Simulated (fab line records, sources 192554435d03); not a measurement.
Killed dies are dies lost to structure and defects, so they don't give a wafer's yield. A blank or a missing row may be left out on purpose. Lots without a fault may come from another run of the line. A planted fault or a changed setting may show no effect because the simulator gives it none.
Split-lot experiment | flow n5_finfet | 7 lots, 39 wafers read, on a route of 1938 steps

THE SPLIT
At N5_MOL_CONTACT_COAG_VIA_ETCH_46 (etches SiO2 in C4F6/O2, target depth 46 nm, overetch 9.2 nm, time 40 s), the setting target_depth_a was moved away from the recipe's 460 angstrom on 15 of the 39 wafers read, by -11.8% to +12.2%. The other wafers ran this setting at the recipe's value.

The reading is taken at the split's own step.

THE READING
SOC_of_MOL_CONTACT_COAG_COAT_75.thk_nm (the simulator's own value, which no gauge read), in nm, at N5_MOL_CONTACT_COAG_VIA_ETCH_46 (etches SiO2 in C4F6/O2, target depth 46 nm, overetch 9.2 nm, time 40 s). The file gives no usual value for it. The 24 wafers here that ran the recipe average 50.8 nm, standard deviation 0.22 nm.

wafer  | tool, chamber at the split | target_depth_a as run, angstrom | against the recipe | SOC_of_MOL_CONTACT_COAG_COAT_75.thk_nm, nm | against lot-mates on the recipe
L078.4 | rie_diel-02, 1             | 460                             | recipe             | 51                                         | -
L078.5 | rie_diel-02, 3,2           | 460                             | recipe             | 50.8                                       | -
L078.6 | rie_diel-02, 3,2           | 460                             | recipe             | 50.8                                       | -
L081.1 | rie_diel-02, 3,2           | 460                             | recipe             | 50.8                                       | -
L081.5 | rie_diel-02, 3,2           | 460                             | recipe             | 50.8                                       | -
L081.2 | rie_diel-02, 0             | 460                             | recipe             | 50.6                                       | -
L081.3 | rie_diel-02, 1             | 405.5                           | -11.8%             | 51.6                                       | +0.9
L081.6 | rie_diel-02, 1             | 405.5                           | -11.8%             | 51.6                                       | +0.9
L081.4 | rie_diel-02, 2             | 405.5                           | -11.8%             | 51.4                                       | +0.7
L086.1 | rie_diel-02, 3             | 460                             | recipe             | 50.6                                       | -
L086.5 | rie_diel-02, 3             | 460                             | recipe             | 50.6                                       | -
L086.2 | rie_diel-02, 2,1,2         | 460                             | recipe             | 50.8                                       | -
L086.3 | rie_diel-02, 2,1,2         | 460                             | recipe             | 50.8                                       | -
L086.6 | rie_diel-02, 2,1,2         | 460                             | recipe             | 50.8                                       | -
L086.4 | rie_diel-02, 0             | 460                             | recipe             | 50.4                                       | -
L088.1 | rie_diel-05, 0,2,0         | 430.6                           | -6.4%              | 51                                         | +0.5
L088.4 | rie_diel-05, 0,2,0         | 430.6                           | -6.4%              | 51                                         | +0.5
L088.6 | rie_diel-05, 0,2,0         | 430.6                           | -6.4%              | 51                                         | +0.5
L088.2 | rie_diel-05, 3,2           | 460                             | recipe             | 50.6                                       | -
L088.3 | rie_diel-05, 3,2           | 460                             | recipe             | 50.6                                       | -
L088.5 | rie_diel-05, 3             | 460                             | recipe             | 50.4                                       | -
L089.1 | rie_diel-03, 2,3           | 460                             | recipe             | 50.8                                       | -
L089.6 | rie_diel-03, 2,3           | 460                             | recipe             | 50.8                                       | -
L089.2 | rie_diel-03, 3             | 516                             | +12.2%             | 50                                         | -0.9
L089.3 | rie_diel-03, 0             | 460                             | recipe             | 51                                         | -
L089.4 | rie_diel-03, 1             | 516                             | +12.2%             | 50.4                                       | -0.5
L089.5 | rie_diel-03, 2             | 516                             | +12.2%             | 50.2                                       | -0.7
L095.1 | rie_diel-02, 3             | 420.6                           | -8.6%              | 51                                         | +0.2
L095.2 | rie_diel-02, 0,1           | 420.6                           | -8.6%              | 51.4                                       | +0.6
L095.5 | rie_diel-02, 0,1           | 420.6                           | -8.6%              | 51.4                                       | +0.6
L095.3 | rie_diel-02, 1,0           | 460                             | recipe             | 51                                         | -
L095.6 | rie_diel-02, 1,0           | 460                             | recipe             | 51                                         | -
L095.4 | rie_diel-02, 2             | 460                             | recipe             | 50.4                                       | -
L097.1 | rie_diel-02, 3,0           | 460                             | recipe             | 51.2                                       | -
L097.4 | rie_diel-02, 3,0           | 460                             | recipe             | 51.2                                       | -
L097.2 | rie_diel-02, 2             | 460                             | recipe             | 50.8                                       | -
L097.3 | rie_diel-02, 1             | 405.9                           | -11.8%             | 52                                         | +0.9
L097.5 | rie_diel-02, 1             | 405.9                           | -11.8%             | 51.8                                       | +0.7
L097.6 | rie_diel-02, 2             | 405.9                           | -11.8%             | 51.4                                       | +0.3
Where a row lists several chambers, the file gives one row for several wafers and doesn't say which wafer went through which chamber.

THE FIT
A straight line over all 39 wafers: SOC_of_MOL_CONTACT_COAG_COAT_75.thk_nm changes by -0.0598 nm for each +1% of target_depth_a; r = -0.86; the points scatter about the line by 0.23 nm.
The same after taking each lot's own level away (the mean of its wafers on the recipe; 39 wafers): -0.0593 nm for each +1%; r = -0.91; scatter 0.17 nm.
On that fit, the largest move of target_depth_a shifts the reading by 0.72 nm.
The lots' own levels span 50.53 to 51.07 nm, that is 2.4 times the standard deviation above.
So the lot-to-lot level changes the slope little: the two slopes agree.
Check: with one of the wafers moved furthest among these (+12.2%) left out of the fit, the line predicts -0.678 nm for it against its lot-mates. It came out at -0.867 nm against them.

OTHER SPLITS ON THESE WAFERS
These wafers also went through other splits before the reading. Each is held against what the fit with the lots' levels taken away leaves over:
other split on the same wafers | wafers away from the commonest value | r with SOC_of_MOL_CONTACT_COAG_COAT_75.thk_nm (lot level and that fit taken away)
N5_FIN_CUT_ETCH_21 time_s      | 15                                   | -0.05
N5_DUMMY_GATE_ETCH_37 source_w | 15                                   | -0.26
N5_DUMMY_GATE_ETCH_32 time_s   | 18                                   | +0.09
N5_SD_EPI_P_EPI_21 temp_c      | 12                                   | -0.07
N5_HKMG_FIN_EXPOSE_46 dose_mj  | 18                                   | +0.18
N5_HKMG_FIN_ETCH_35 source_w   | 15                                   | +0.04

THE FILE'S OWN FIT
SOC_of_MOL_CONTACT_COAG_COAT_75.thk_nm changes by -0.0599 nm for each +1% of target_depth_a, r = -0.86.
